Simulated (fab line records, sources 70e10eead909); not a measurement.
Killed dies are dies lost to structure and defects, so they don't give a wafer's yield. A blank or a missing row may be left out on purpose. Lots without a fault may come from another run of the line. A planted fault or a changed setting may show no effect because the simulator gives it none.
fab line records | flow nand_harc
record lots=22 wafers=66 last_day=34
route steps=1302 shown A_STAIRCASE@768
lots that met no fault: from a run of the same line without faults
start_h: hours from the record's first day to the start of the lot's first wafer shown | wait_h: hours since the lot's step before | " the same as in the row above | L1.1+2: a row that stands for several wafers | - no value, or no start given | * or withheld: withheld | < > ~ a bound
route shown NAME@n: a module of which the file shows steps, and the number in the route of the first | usual: mean/standard deviation of fault-free wafers | same: alike in all rows | chamber/n: place in a boat | sites: the reading at each site | _std_site: their standard deviation | _edge_site: outer sites' mean less inner sites' | radius_mm: how far each site lies from the wafer's centre | mask NAME#n: copy n | behind: the tool/chamber that last shaped the wafer | hold: why the lot was held/for how many hours/how that ended | device: the transistor (n, p or np) that didn't switch | end of line: the same wafers' tests at the end of the route | a step without rows: its recipe alone | killed: dies lost to structure and defects at the first sort, not the wafer's yield | map: a wafer's dies, x killed, . not, _ none there
set.NAME: the setting as run; set.NAME@STEP: as run at that earlier step | model.NAME: the simulator's own value behind a step, which no gauge read
steps of the route over a sample of lots; a table a step, a row a wafer
services: from which hour (start_h, from the record's first day; less than 0 if before it) a tool's chamber was out of use, for how many hours, and why
## steps
# step NHARC_A_STAIRCASE_STRIP_254
# recipe power_w=1500 temp_c=250 chemistry=O2
# usual drypump_motor_current_A=5.9/0.34 heater_power_w=330/28
# columns lot.wafer tool chamber start_h wait_h drypump_motor_current_A heater_power_w rf_hours_counter_h
L075.1 plasma_asher-02 1 367.07 - 6.1 303 25
L075.2 " 0 " " 5.7 344 25
L075.6 " 0 " " 5.7 336 -
L074.3 plasma_asher-01 0 368.20 - 6.6 280 -
L074.4 " 1 " " 5.5 332 -
L074.5 " 0 " " 6.5 280 -
L076.4 plasma_asher-02 0 388.04 - 5.7 339 -
L076.3 " 1 " " 6.1 309 -
L076.5 " 0 " " 5.7 352 -
L078.2 plasma_asher-01 0 388.26 - 6.5 285 7
L078.1 " 1 " " 5.5 323 7
L078.6 " 0 " " 6.5 278 -
L079.2 plasma_asher-02 0 417.60 - 5.7 343 36
L079.3 " 0 " " 5.7 340 -
L079.5 " 0 " " 5.7 334 -
L081.2 plasma_asher-01 1 418.09 - 5.5 328 13
L081.1 " 0 " " 6.5 283 13
L081.4 " 0 " " 6.5 292 -
L080.2 plasma_asher-02 1 418.44 - 6.1 313 37
L080.3 " 0 " " 5.7 337 -
L080.4 " 1 " " 6.1 307 -
L082.1 plasma_asher-02 0 442.16 - 5.7 377 2
L082.3 " 0 " " 5.7 366 -
L082.5 " 0 " " 5.7 358 -
L083.1 plasma_asher-02 1 446.99 - 6.1 318 2
L083.3 " 0 " " 5.7 369 -
L083.6 " 1 " " 6.1 318 -
L085.1 plasma_asher-02 0 480.57 - 5.7 370 8
L085.2 " 1 " " 6.1 324 8
L085.5 " 1 " " 6.2 321 -
L084.2 plasma_asher-01 0 484.29 - 6.6 291 26
L084.1 " 1 " " 5.5 332 26
L084.3 " 0 " " 6.5 277 -
L086.2 plasma_asher-02 0 487.82 - 5.7 365 11
L086.3 " 0 " " 5.7 373 -
L086.5 " 0 " " 5.7 360 -
L087.2 plasma_asher-02 0 507.98 - 5.7 367 15
L087.6 " 0 " " 5.7 365 -
L087.5 " 1 " " 6.1 314 -
L088.2 plasma_asher-02 0 508.60 - 5.7 365 15
L088.3 " 1 " " 6.1 313 -
L088.5 " 0 " " 5.7 359 -
L089.2 plasma_asher-02 1 522.29 - 6.1 331 18
L089.1 " 0 " " 5.7 371 18
L089.3 " 0 " " 5.7 380 -
L090.3 plasma_asher-02 1 522.85 - 6.1 325 -
L090.5 " 0 " " 5.7 364 -
L090.6 " 1 " " 6.1 322 -
L092.1 plasma_asher-01 0 557.13 - 6.6 288 4
L092.3 " 1 " " 5.5 338 -
L092.4 " 0 " " 6.6 289 -
L093.2 plasma_asher-01 1 566.39 - 5.5 336 6
L093.4 " 0 " " 6.6 282 -
L093.5 " 1 " " 5.5 340 -
L095.1 plasma_asher-02 0 580.37 - 5.7 363 33
L095.3 " 0 " " 5.7 370 -
L095.5 " 0 " " 5.7 362 -
L094.1 plasma_asher-02 1 581.21 - 6.1 318 33
L094.4 " 0 " " 5.7 374 -
L094.3 " 1 " " 6.1 320 -
L096.1 plasma_asher-02 1 586.76 - 6.1 323 34
L096.3 " 1 " " 6.1 321 -
L096.4 " 0 " " 5.7 360 -
L097.3 plasma_asher-02 1 601.44 - 6.1 328 -
L097.4 " 0 " " 5.7 362 -
L097.6 " 1 " " 6.1 321 -
# step NHARC_A_STAIRCASE_HM_DEP_456
# recipe target_thk_a=31000 temp_c=400 material=aC
# usual throttle_valve_pct=34.999/0.0089
# columns lot.wafer tool chamber start_h wait_h throttle_valve_pct
L075.1 acl_dep-02 0 370.63 - 34.999
L075.2 " 0 " " 34.973
L075.6 " 0 372.15 - 34.998
L074.3 acl_dep-03 0 371.94 - 34.992
L074.4 " 0 " " 34.999
L074.5 " 0 " " 35.009
L076.3 acl_dep-01 0 391.21 - 35.000
L076.4 " 0 " " 35.013
L076.5 " 0 " " 35.001
L078.1 acl_dep-02 0 391.80 - 35.013
L078.2 " 0 " " 34.989
L078.6 " 0 393.37 - 35.008
L079.2 acl_dep-03 0 419.00 - 34.993
L079.3 " 0 " " 35.010
L079.5 " 0 " " 35.001
L081.1 acl_dep-01 0 420.09 - 35.003
L081.2 " 0 " " 35.009
L081.4 " 0 " " 34.999
L080.2 acl_dep-03 0 420.83 - 34.999
L080.3 " 0 " " 34.999
L080.4 " 0 " " 34.991
L082.1 acl_dep-01 0 443.63 - 34.996
L082.3 " 0 " " 35.010
L082.5 " 0 " " 35.011
L083.1 acl_dep-02 0 447.81 - 35.006
L083.3 " 0 " " 34.993
L083.6 " 0 " " 34.998
L085.1 acl_dep-01 0 481.38 - 35.014
L085.2 " 0 " " 35.004
L085.5 " 0 " " 35.014
L084.1 acl_dep-02 0 485.11 - 34.998
L084.2 " 0 " " 34.997
L084.3 " 0 " " 34.989
L086.2 acl_dep-02 0 489.29 - 35.003
L086.3 " 0 " " 35.004
L086.5 " 0 " " 34.993
L087.2 acl_dep-03 0 511.77 - 34.990
L087.5 " 0 " " 34.997
L087.6 " 0 " " 35.002
L088.2 acl_dep-01 0 512.09 - 35.011
L088.3 " 0 " " 35.006
L088.5 " 0 " " 35.002
L089.1 acl_dep-01 0 523.10 - 35.006
L089.2 " 0 " " 34.989
L089.3 " 0 " " 35.000
L090.3 acl_dep-02 0 525.16 - 35.017
L090.5 " 0 " " 35.002
L090.6 " 0 " " 35.010
L092.1 acl_dep-03 0 558.71 - 34.995
L092.3 " 0 " " 34.993
L092.4 " 0 " " 34.987
L093.2 acl_dep-03 0 568.91 - 34.990
L093.4 " 0 " " 34.993
L093.5 " 0 " " 35.004
L095.1 acl_dep-03 0 581.22 - 34.993
L095.3 " 0 " " 34.986
L095.5 " 0 " " 34.995
L094.1 acl_dep-01 0 582.22 - 34.998
L094.3 " 0 " " 35.006
L094.4 " 0 " " 34.999
L096.1 acl_dep-01 0 587.58 - 35.004
L096.3 " 0 " " 34.995
L096.4 " 0 " " 35.020
L097.3 acl_dep-01 0 605.52 - 34.998
L097.4 " 0 " " 34.990
L097.6 " 0 " " 35.005
# step NHARC_A_STAIRCASE_DESCUM_270
# recipe time_s=3 o2_flow_sccm=200 ar_flow_sccm=0 bias_power_w=0 chemistry=O2
# usual drypump_motor_current_A=5.9/0.36 mfc_ar_sccm=0.011/0.012 oes_product_au=1.003/0.0098 rf_vpp_V=57.7/0.93 showerhead_plenum_p_Torr=1.94/0.11 throttle_valve_pct=11.312/0.0095
# same bias_power_w=0
# columns lot.wafer tool chamber start_h wait_h drypump_motor_current_A mfc_ar_sccm oes_product_au rf_hours_counter_h rf_vpp_V showerhead_plenum_p_Torr throttle_valve_pct
L075.2 rie_diel-05 3 373.47 - 6.0 0.029 1.008 31 58.7 1.90 11.313
L075.1 " 1 " " 6.2 0 0.990 45 59.2 2.06 11.315
L075.6 " 3 " " 6.0 0.029 1.004 - 56.4 1.90 11.311
L074.3 rie_diel-13 3 374.23 - 5.9 0 1.003 2 56.4 1.79 11.317
L074.4 " 0 " " 5.6 0 0.990 10 56.2 1.81 11.311
L074.5 " 2 " " 5.7 0.007 0.996 - 58.1 2.06 11.323
L076.3 rie_diel-13 2 393.45 - 5.7 0.007 1.003 16 58.0 2.05 11.307
L076.4 " 1 " " 6.6 0.020 1.006 16 57.8 2.03 11.313
L076.5 " 3 " " 5.9 0 1.010 - 57.0 1.79 11.308
L078.2 rie_diel-05 0 394.76 - 5.6 0 1.017 52 57.3 1.76 11.320
L078.1 " 1 " " 6.2 0 0.997 51 57.9 2.06 11.309
L078.6 " 1 " " 6.2 0 0.994 - 58.4 2.06 11.314
L079.2 rie_diel-08 2 421.53 - 5.9 0.017 1.004 14 58.4 2.07 11.300
L079.3 " 3 " " 5.2 0 1.007 14 57.0 1.92 11.304
L079.5 " 1 " " 6.3 0 1.002 - 57.4 2.05 11.315
L081.1 rie_diel-13 0 422.92 - 5.6 0 0.997 28 56.5 1.80 11.317
L081.4 " 1 " " 6.6 0.020 1.021 27 58.7 2.03 11.294
L081.2 " 2 " " 5.7 0.007 1.002 25 59.1 2.05 11.321
L080.3 rie_diel-13 3 423.34 - 5.9 0 0.994 17 56.8 1.78 11.319
L080.2 " 0 " " 5.6 0 1.005 28 57.7 1.80 11.317
L080.4 " 1 " " 6.6 0.020 1.015 28 57.1 2.03 11.308
L082.3 rie_diel-08 0 446.50 - 5.9 0.025 0.994 20 57.3 1.87 11.322
L082.1 " 2 " " 6.0 0.017 1.000 20 59.2 2.07 11.290
L082.5 " 0 " " 5.9 0.025 0.997 - 56.9 1.87 11.329
L083.1 rie_diel-13 2 451.45 - 5.7 0.007 1.008 35 57.9 2.05 11.319
L083.3 " 0 " " 5.6 0 1.003 40 57.7 1.80 11.315
L083.6 " 1 " " 6.6 0.020 1.013 - 58.4 2.03 11.318
L085.1 rie_diel-05 2 484.11 - 5.7 0.031 1.001 28 58.7 1.86 11.313
L085.2 " 3 " " 6.0 0.029 0.993 28 57.3 1.89 11.317
L085.5 " 2 " " 5.8 0.031 0.997 - 56.5 1.86 11.316
L084.3 rie_diel-13 3 487.95 - 5.9 0 1.001 35 56.4 1.78 11.323
L084.2 " 0 " " 5.6 0 1.007 48 57.7 1.79 11.300
L084.1 " 2 " " 5.7 0.007 1.005 43 57.7 2.04 11.304
L086.3 rie_diel-13 1 491.82 - 6.6 0.020 1.014 44 58.2 2.02 11.309
L086.2 " 2 " " 5.7 0.007 0.996 45 57.8 2.04 11.324
L086.5 " 2 " " 5.7 0.007 0.996 - 59.2 2.04 11.314
L087.2 rie_diel-05 2 514.25 - 5.8 0.031 1.007 36 56.9 1.85 11.313
L087.5 " 3 " " 6.0 0.029 1.005 - 59.0 1.88 11.298
L087.6 " 0 " " 5.7 0 1.012 - 57.6 2.07 11.312
L088.2 rie_diel-13 1 514.76 - 6.6 0.020 1.019 50 59.8 2.02 11.305
L088.3 " 3 " " 5.9 0 1.003 45 56.3 1.78 11.322
L088.5 " 2 " " 5.7 0.007 1.000 - 57.8 2.04 11.316
L089.2 rie_diel-08 3 525.81 - 5.2 0 1.000 48 58.2 1.91 11.307
L089.1 " 0 " " 5.9 0.025 1.000 48 57.2 1.87 11.325
L089.3 " 1 " " 6.3 0 1.001 43 58.8 2.04 11.315
L090.3 rie_diel-05 3 527.47 - 6.0 0.029 0.988 41 56.1 1.88 11.320
L090.5 " 3 " " 6.0 0.029 0.984 - 58.6 1.88 11.295
L090.6 " 0 " " 5.6 0 0.999 - 57.3 2.06 11.330
L092.3 rie_diel-08 0 561.53 - 5.9 0.025 1.006 1 58.6 1.86 11.314
L092.4 " 1 " " 6.3 0 1.008 1 58.8 2.04 11.305
L092.1 " 3 " " 5.2 0 1.006 1 58.0 1.90 11.297
L093.2 rie_diel-05 3 571.55 - 6.0 0.029 1.004 54 56.5 1.88 11.301
L093.4 " 2 " " 5.8 0.031 1.013 55 58.2 1.85 11.325
L093.5 " 3 " " 6.0 0.029 1.013 - 56.8 1.88 11.322
L095.3 rie_diel-13 0 584.07 - 5.6 0 0.985 14 57.4 1.79 11.299
L095.1 " 2 " " 5.8 0.007 0.989 19 58.8 2.03 11.299
L095.5 " 1 " " 6.6 0.020 1.025 - 57.5 2.02 11.301
L094.3 rie_diel-08 3 585.07 - 5.1 0 1.012 11 57.0 1.90 11.294
L094.1 " 0 " " 5.9 0.025 1.010 12 58.5 1.86 11.308
L094.4 " 2 " " 5.9 0.017 1.012 10 58.6 2.06 11.328
L096.4 rie_diel-08 0 590.82 - 5.9 0.025 1.005 16 55.8 1.86 11.311
L096.3 " 2 " " 6.0 0.017 0.996 13 59.5 2.05 11.307
L096.1 " 3 " " 5.2 0 0.998 15 57.1 1.90 11.311
L097.3 rie_diel-13 1 607.75 - 6.6 0.020 1.013 28 58.8 2.01 11.314
L097.4 " 0 " " 5.6 0 0.983 26 56.6 1.78 11.300
L097.6 " 1 " " 6.6 0.020 1.016 - 58.6 2.01 11.302
# step NHARC_A_STAIRCASE_ETCH_451
# recipe target_depth_a=300 overetch_a=30 time_s=16.5 ion_energy_ev=100 cf4_flow_sccm=80 o2_flow_sccm=20 ar_flow_sccm=0 rf_w=300 bias_w=100 chemistry=CF4/O2
# usual bias_w=100.02/0.28 drypump_motor_current_A=5.9/0.36 mfc_ar_sccm=0.010/0.012 oes_product_au=1.003/0.011 rf_vpp_V=198.3/1.8 showerhead_plenum_p_Torr=1.36/0.075 throttle_valve_pct=13.397/0.01
# columns lot.wafer tool chamber start_h wait_h bias_w drypump_motor_current_A mfc_ar_sccm oes_product_au rf_hours_counter_h rf_vpp_V showerhead_plenum_p_Torr throttle_valve_pct
L075.1 rie_diel-05 2 - - 100.15 5.8 0.031 1.018 47 196.2 1.30 13.395
L075.2 " 3 " " 99.91 6.0 0.029 1.000 31 198.5 1.32 13.398
L075.6 " 1 " " 100.48 6.2 0 0.985 - 199.5 1.44 13.397
L074.3 rie_diel-13 1 - - 99.50 6.6 0.020 1.021 11 198.8 1.42 13.401
L074.4 " 2 " " 100.21 5.8 0.007 0.996 10 200.2 1.43 13.404
L074.5 " 0 " " 100.19 5.6 0 0.995 - 196.3 1.26 13.403
L076.3 rie_diel-13 0 - - 100.44 5.6 0 0.999 17 195.0 1.26 13.400
L076.4 " 2 " " 100.03 5.7 0.007 0.985 16 199.7 1.43 13.390
L076.5 " 1 " " 100.08 6.6 0.020 1.015 - 198.3 1.42 13.387
L078.1 rie_diel-05 3 - - 100.22 6.0 0.029 1.014 38 197.1 1.32 13.391
L078.2 " 0 " " 100.10 5.6 0 1.018 52 195.1 1.23 13.411
L078.6 " 3 " " 100.29 6.0 0.029 1.017 - 197.6 1.32 13.390
L079.3 rie_diel-08 1 - - 100.06 6.3 0 0.997 14 200.0 1.43 13.385
L079.2 " 2 " " 99.81 6.0 0.017 1.010 14 199.1 1.44 13.402
L079.5 " 1 " " 100.22 6.3 0 1.001 - 200.1 1.43 13.392
L081.2 rie_diel-13 1 - - 99.66 6.6 0.020 1.014 28 198.4 1.41 13.393
L081.4 " 2 " " 100.25 5.7 0.007 1.010 25 201.2 1.43 13.401
L081.1 " 3 " " 99.94 5.9 0 0.991 17 196.5 1.25 13.397
L080.3 rie_diel-13 2 - - 99.95 5.7 0.007 1.000 26 201.3 1.43 13.399
L080.2 " 0 " " 100.24 5.6 0 1.004 30 196.9 1.26 13.401
L080.4 " 0 " " 100.51 5.6 0 1.005 - 196.2 1.26 13.404
L082.3 rie_diel-08 0 - - 100.02 5.9 0.025 1.010 22 196.8 1.31 13.421
L082.1 " 1 " " 100.00 6.3 0 1.020 22 199.5 1.43 13.401
L082.5 " 0 " " 100.24 5.9 0.025 1.007 - 197.4 1.31 13.394
L083.1 rie_diel-13 3 - - 99.77 5.9 0 0.987 26 196.4 1.25 13.392
L083.3 " 1 " " 100.54 6.6 0.020 1.019 35 198.8 1.41 13.399
L083.6 " 0 " " 100.40 5.6 0 0.990 - 196.6 1.26 13.398
L085.1 rie_diel-05 0 - - 100.07 5.6 0 1.016 22 201.3 1.44 13.387
L085.2 " 3 " " 100.07 6.0 0.029 0.989 28 197.3 1.32 13.401
L085.5 " 1 " " 99.69 6.2 0 0.966 - 200.2 1.43 13.408
L084.2 rie_diel-13 1 - - 99.53 6.6 0.020 1.013 43 199.6 1.41 13.400
L084.3 " 2 " " 99.82 5.7 0.007 0.999 43 201.5 1.42 13.413
L084.1 " 0 " " 100.22 5.6 0 0.993 48 194.8 1.25 13.394
L086.2 rie_diel-13 2 - - 99.78 5.7 0.007 1.004 45 200.5 1.42 13.384
L086.3 " 3 " " 100.00 5.9 0 1.002 37 194.2 1.24 13.397
L086.5 " 3 " " 100.16 5.9 0 1.004 - 195.2 1.24 13.392
L087.2 rie_diel-05 1 - - 100.10 6.2 0 0.985 31 197.9 1.43 13.399
L087.5 " 0 " " 100.13 5.6 0 1.006 - 199.1 1.44 13.396
L087.6 " 1 " " 100.35 6.2 0 0.983 - 198.7 1.43 13.393
L088.2 rie_diel-13 2 - - 100.17 5.7 0.007 1.010 54 198.8 1.42 13.391
L088.3 " 0 " " 99.96 5.6 0 0.991 55 195.6 1.25 13.377
L088.5 " 2 " " 99.78 5.7 0.007 1.013 - 200.1 1.42 13.407
L089.1 rie_diel-08 1 - - 99.98 6.3 0 0.998 43 199.3 1.42 13.391
L089.3 " 2 " " 99.89 6.0 0.017 0.994 44 199.3 1.44 13.419
L089.2 " 0 " " 99.88 5.9 0.025 1.000 48 197.1 1.30 13.407
L090.3 rie_diel-05 0 - - 100.18 5.6 0 1.026 35 200.5 1.44 13.396
L090.5 " 2 " " 99.75 5.7 0.031 1.005 - 197.8 1.29 13.394
L090.6 " 3 " " 100.09 6.0 0.029 1.014 - 198.2 1.31 13.381
L092.3 rie_diel-08 1 - - 100.03 6.3 0 1.009 1 201.4 1.42 13.382
L092.1 " 2 " " 99.83 6.0 0.017 1.003 2 200.5 1.43 13.399
L092.4 " 3 " " 99.80 5.2 0 1.018 1 196.9 1.33 13.398
L093.2 rie_diel-05 0 - - 99.94 5.6 0 1.004 52 200.1 1.43 13.399
L093.4 " 3 " " 99.86 6.0 0.029 0.993 54 198.3 1.31 13.389
L093.5 " 1 " " 99.73 6.2 0 0.991 - 197.9 1.42 13.395
L095.3 rie_diel-13 1 - - 99.62 6.6 0.020 1.005 18 197.1 1.41 13.423
L095.1 " 3 " " 99.98 5.9 0 0.984 16 195.5 1.24 13.391
L095.5 " 2 " " 100.08 5.7 0.007 0.989 - 198.8 1.42 13.391
L094.3 rie_diel-08 0 - - 100.33 5.9 0.025 1.006 13 197.2 1.30 13.404
L094.1 " 1 " " 100.70 6.3 0 1.001 13 199.7 1.42 13.414
L094.4 " 3 " " 99.80 5.2 0 0.999 12 197.9 1.33 13.412
L096.1 rie_diel-08 1 - - 99.88 6.3 0 1.010 17 199.5 1.42 13.424
L096.4 " 2 " " 99.69 6.0 0.017 0.998 14 198.8 1.43 13.395
L096.3 " 0 " " 100.20 5.9 0.025 1.009 17 196.5 1.30 13.395
L097.4 rie_diel-13 1 - - 100.27 6.6 0.020 1.015 28 199.7 1.40 13.399
L097.3 " 2 " " 99.94 5.7 0.007 0.990 29 200.2 1.41 13.381
L097.6 " 1 " " 100.43 6.6 0.020 1.017 - 198.8 1.40 13.392
# step NHARC_A_STAIRCASE_ETCH_453
# recipe target_depth_a=300 overetch_a=30 time_s=16.5 ion_energy_ev=100 cf4_flow_sccm=80 o2_flow_sccm=20 ar_flow_sccm=0 rf_w=300 bias_w=100 chemistry=CF4/O2
# usual bias_w=100.0/0.33 drypump_motor_current_A=5.9/0.36 mfc_ar_sccm=0.010/0.011 oes_product_au=1.002/0.0095 rf_vpp_V=198.3/1.7 showerhead_plenum_p_Torr=1.36/0.073 throttle_valve_pct=13.398/0.0096
# columns lot.wafer tool chamber start_h wait_h bias_w drypump_motor_current_A mfc_ar_sccm oes_product_au rf_hours_counter_h rf_vpp_V showerhead_plenum_p_Torr throttle_valve_pct
L075.2 rie_diel-08 0 - - 100.1 5.9 0.025 1.009 4 198.0 1.31 13.392
L075.1 " 2 " " 100.0 6.0 0.017 0.999 4 198.0 1.44 13.406
L075.6 " 0 " " 99.7 5.9 0.025 1.004 - 195.7 1.31 13.401
L074.4 rie_diel-13 1 - - 100.2 6.6 0.020 1.021 17 200.6 1.42 13.411
L074.3 " 0 " " 99.9 5.6 0 0.997 18 196.2 1.26 13.402
L074.5 " 2 " " 100.1 5.7 0.007 1.006 - 200.2 1.43 13.398
L076.3 rie_diel-13 0 - - 99.5 5.6 0 0.999 23 195.7 1.26 13.406
L076.4 " 2 " " 100.3 5.7 0.007 1.006 20 199.9 1.43 13.384
L076.5 " 0 " " 99.6 5.6 0 0.999 - 196.8 1.26 13.399
L078.2 rie_diel-08 1 - - 100.0 6.3 0 1.006 8 200.3 1.43 13.384
L078.1 " 2 " " 100.5 5.9 0.017 0.997 8 200.9 1.44 13.380
L078.6 " 2 " " 100.3 5.9 0.017 1.001 - 199.2 1.44 13.395
L079.3 rie_diel-05 1 - - 99.4 6.2 0 0.983 10 200.1 1.43 13.393
L079.2 " 2 " " 100.1 5.8 0.031 0.999 11 197.6 1.30 13.400
L079.5 " 3 " " 100.1 6.0 0.029 1.006 - 199.6 1.32 13.402
L081.4 rie_diel-13 3 - - 100.4 5.9 0 0.997 21 194.6 1.25 13.415
L081.2 " 0 " " 99.9 5.6 0 1.007 35 195.6 1.26 13.394
L081.1 " 1 " " 99.8 6.6 0.020 1.024 34 199.8 1.41 13.402
L080.3 rie_diel-05 3 - - 99.9 6.0 0.029 1.010 10 197.3 1.32 13.392
L080.2 " 0 " " 99.6 5.6 0 1.025 9 200.4 1.44 13.410
L080.4 " 1 " " 100.1 6.2 0 0.987 11 200.8 1.43 13.399
L082.1 rie_diel-08 0 - - 99.7 5.9 0.025 0.995 25 198.2 1.31 13.411
L082.3 " 1 " " 99.5 6.3 0 1.004 24 201.3 1.43 13.391
L082.5 " 0 " " 100.0 5.9 0.025 1.008 - 197.2 1.31 13.398
L083.1 rie_diel-13 3 - - 100.2 5.9 0 0.998 28 196.3 1.25 13.408
L083.3 " 2 " " 99.9 5.7 0.007 0.995 36 199.1 1.43 13.401
L083.6 " 3 " " 100.2 5.9 0 0.988 - 197.2 1.25 13.410
L085.1 rie_diel-08 1 - - 99.9 6.3 0 1.002 33 200.8 1.43 13.394
L085.2 " 2 " " 99.7 6.0 0.017 1.013 34 197.8 1.44 13.403
L085.5 " 0 " " 99.7 5.9 0.025 0.995 - 197.9 1.30 13.397
L084.1 rie_diel-08 0 - - 100.1 5.9 0.025 0.999 38 197.2 1.30 13.398
L084.2 " 1 " " 100.0 6.3 0 1.008 35 200.0 1.43 13.405
L084.3 " 2 " " 99.8 6.0 0.017 1.002 35 200.3 1.44 13.393
L086.3 rie_diel-05 2 - - 100.3 5.8 0.031 1.003 34 196.0 1.29 13.381
L086.2 " 1 " " 100.2 6.2 0 0.986 29 200.7 1.43 13.398
L086.5 " 2 " " 100.2 5.8 0.031 0.998 - 198.0 1.29 13.398
L087.2 rie_diel-08 3 - - 100.2 5.2 0 1.005 49 197.7 1.33 13.410
L087.5 " 1 " " 99.2 6.3 0 1.002 - 199.1 1.42 13.401
L087.6 " 2 " " 99.7 5.9 0.017 1.001 - 199.6 1.44 13.404
L088.2 rie_diel-05 3 - - 100.4 6.0 0.029 0.996 42 196.3 1.31 13.404
L088.3 " 1 " " 99.5 6.1 0 0.993 38 200.4 1.42 13.395
L088.5 " 0 " " 100.1 5.6 0 1.010 - 199.0 1.44 13.373
L089.1 rie_diel-13 2 - - 99.9 5.7 0.007 0.993 3 200.1 1.42 13.406
L089.3 " 0 " " 99.2 5.6 0 0.984 2 196.5 1.25 13.396
L089.2 " 1 " " 100.4 6.6 0.020 1.011 3 198.7 1.41 13.427
L090.3 rie_diel-08 0 - - 99.3 5.9 0.025 0.993 55 196.9 1.30 13.400
L090.6 " 0 " " 100.3 5.9 0.025 0.999 - 196.5 1.30 13.410
L090.5 " 1 " " 99.8 6.3 0 0.989 - 200.0 1.42 13.395
L092.1 rie_diel-08 1 - - 100.1 6.3 0 1.008 8 199.5 1.42 13.396
L092.3 " 2 " " 99.5 6.0 0.017 1.008 6 199.7 1.43 13.396
L092.4 " 3 " " 99.9 5.1 0 1.003 - 197.3 1.33 13.397
L093.2 rie_diel-08 1 - - 99.4 6.3 0 1.002 11 199.8 1.42 13.387
L093.4 " 2 " " 99.8 6.0 0.017 0.998 9 200.1 1.43 13.390
L093.5 " 1 " " 99.5 6.3 0 1.012 - 199.3 1.42 13.395
L095.3 rie_diel-08 3 - - 100.3 5.2 0 0.996 18 199.1 1.32 13.396
L095.1 " 2 " " 100.0 6.0 0.017 1.006 16 199.2 1.43 13.407
L095.5 " 0 " " 99.3 5.9 0.025 1.006 - 196.6 1.30 13.402
L094.3 rie_diel-13 2 - - 100.5 5.7 0.007 0.993 26 199.9 1.41 13.387
L094.4 " 3 " " 100.2 5.9 0 0.996 23 197.2 1.24 13.409
L094.1 " 0 " " 100.2 5.6 0 0.970 23 195.3 1.25 13.403
L096.3 rie_diel-13 2 - - 99.8 5.7 0.007 0.988 27 199.7 1.41 13.410
L096.4 " 0 " " 100.0 5.6 0 0.981 24 197.0 1.25 13.393
L096.1 " 1 " " 100.2 6.6 0.020 1.007 27 198.4 1.40 13.392
L097.4 rie_diel-13 2 - - 99.9 5.7 0.007 0.991 32 200.0 1.41 13.406
L097.3 " 3 " " 100.2 5.9 0 1.003 31 195.9 1.23 13.398
L097.6 " 3 " " 100.3 5.9 0 1.000 - 195.4 1.23 13.376
# step NHARC_A_STAIRCASE_ALD_415
# recipe target_thk_a=300 pulse_time_s=6 ald_cycles=300 temp_c=300 material=SiO2
# usual heater_power_w=463/30 precursor_pulse_height_rel=0.999/0.02
# same pulse_time_s=6
# columns lot.wafer tool chamber start_h wait_h heater_power_w precursor_pulse_height_rel since_wet_clean_h
L075.1 ald_hk-04 2 392.71 0.1 473 1.023 128
L075.2 " 1 " " 474 0.973 129
L075.6 " 2 " " 474 1.004 -
L074.3 ald_hk-02 1 397.34 0.3 413 1.043 37
L074.4 " 3 " " 444 1.042 38
L074.5 " 1 " " 412 0.990 -
L076.3 ald_hk-02 0 407.40 0.1 502 1.026 47
L076.4 " 1 " " 420 1.009 47
L076.5 " 1 " " 426 1.015 -
L078.2 ald_hk-04 2 408.43 0.5 472 0.972 144
L078.1 " 0 " " 487 1.013 145
L078.6 " 2 " " 492 0.970 -
L079.3 ald_hk-03 2 440.10 1.8 440 0.988 36
L079.2 " 0 " " 465 1.017 37
L079.5 " 3 " " 427 0.989 -
L081.2 ald_hk-02 0 440.95 0.1 514 0.968 81
L081.4 " 2 " " 491 0.988 81
L081.1 " 3 " " 441 0.971 81
L080.2 ald_hk-03 0 442.36 0.3 470 0.956 38
L080.3 " 1 " " 493 0.956 39
L080.4 " 2 " " 445 1.003 39
L082.1 ald_hk-02 3 463.75 0.1 436 0.990 104
L082.3 " 1 " " 419 0.989 104
L082.5 " 3 " " 457 1.008 -
L083.3 ald_hk-03 0 464.87 0.5 470 1.001 61
L083.1 " 1 " " 488 0.987 61
L083.6 " 2 " " 435 0.999 -
L085.2 ald_hk-04 2 497.37 0.5 503 1.001 53
L085.1 " 3 " " 481 1.006 53
L085.5 " 1 " " 458 1.033 -
L084.2 ald_hk-02 3 504.58 0.3 453 1.027 144
L084.3 " 0 " " 510 0.994 145
L084.1 " 1 " " 414 0.997 145
L086.3 ald_hk-02 0 511.96 0.3 510 0.997 152
L086.2 " 2 " " 493 1.030 152
L086.5 " 3 " " 424 0.996 -
L087.2 ald_hk-03 3 529.82 0.8 440 0.982 126
L087.6 " 0 " " 477 0.975 -
L087.5 " 1 " " 500 1.010 -
L088.2 ald_hk-03 0 532.88 0.1 477 1.017 129
L088.3 " 1 " " 492 0.996 129
L088.5 " 1 " " 497 0.999 -
L089.1 ald_hk-04 3 541.72 0.3 494 0.998 97
L089.2 " 0 " " 464 1.008 98
L089.3 " 1 " " 456 1.017 98
L090.3 ald_hk-02 2 544.02 0.8 475 0.977 2
L090.5 " 3 " " 429 0.980 -
L090.6 " 0 " " 495 1.001 -
L092.3 ald_hk-02 3 575.37 0.1 432 1.020 34
L092.1 " 1 " " 431 0.995 34
L092.4 " 2 " " 484 0.994 34
L093.4 ald_hk-02 3 585.43 0.3 423 0.986 44
L093.2 " 0 " " 498 1.008 44
L093.5 " 2 " " 476 0.986 -
L095.3 ald_hk-02 3 600.16 0.3 418 0.980 59
L095.1 " 1 " " 431 0.970 59
L095.5 " 3 " " 439 0.992 -
L094.1 ald_hk-03 2 604.79 0.1 446 0.982 20
L094.3 " 3 " " 444 0.968 21
L094.4 " 0 " " 468 1.014 21
L096.1 ald_hk-02 3 606.86 0.1 428 0.958 65
L096.3 " 1 " " 428 0.998 66
L096.4 " 2 " " 478 0.977 66
L097.4 ald_hk-02 3 622.94 2.2 438 0.993 81
L097.3 " 0 " " 476 1.011 82
L097.6 " 2 " " 489 1.012 -
## services
# columns tool chamber start_h hours kind
ald_hk-02 - 350.63 10.0 pm
rie_diel-13 0 351.15 - clean
rie_diel-13 1 351.15 - clean
rie_diel-13 2 351.15 - clean
rie_diel-13 3 351.15 - clean
rie_diel-08 1 362.56 14.8 repair
rie_diel-13 3 367.62 6.2 repair
rie_diel-08 - 367.80 9.0 pm
acl_dep-01 - 370.13 13.0 pm
plasma_asher-01 - 390.61 5.0 repair
rie_diel-05 - 407.60 9.0 pm
plasma_asher-02 - 426.00 9.0 pm
acl_dep-02 - 427.99 13.0 pm
rie_diel-13 1 446.38 4.5 repair
acl_dep-03 - 478.83 13.0 pm
plasma_asher-01 - 519.57 9.0 pm
rie_diel-08 - 544.85 9.0 pm
plasma_asher-01 - 545.72 2.3 repair
acl_dep-01 - 551.13 13.0 pm
acl_dep-03 - 573.38 2.1 repair
rie_diel-05 - 583.25 28.3 repair
plasma_asher-02 - 603.70 9.0 pm
acl_dep-02 - 609.78 13.0 pm
ald_hk-04 - 612.71 10.0 pm
## key
fault none
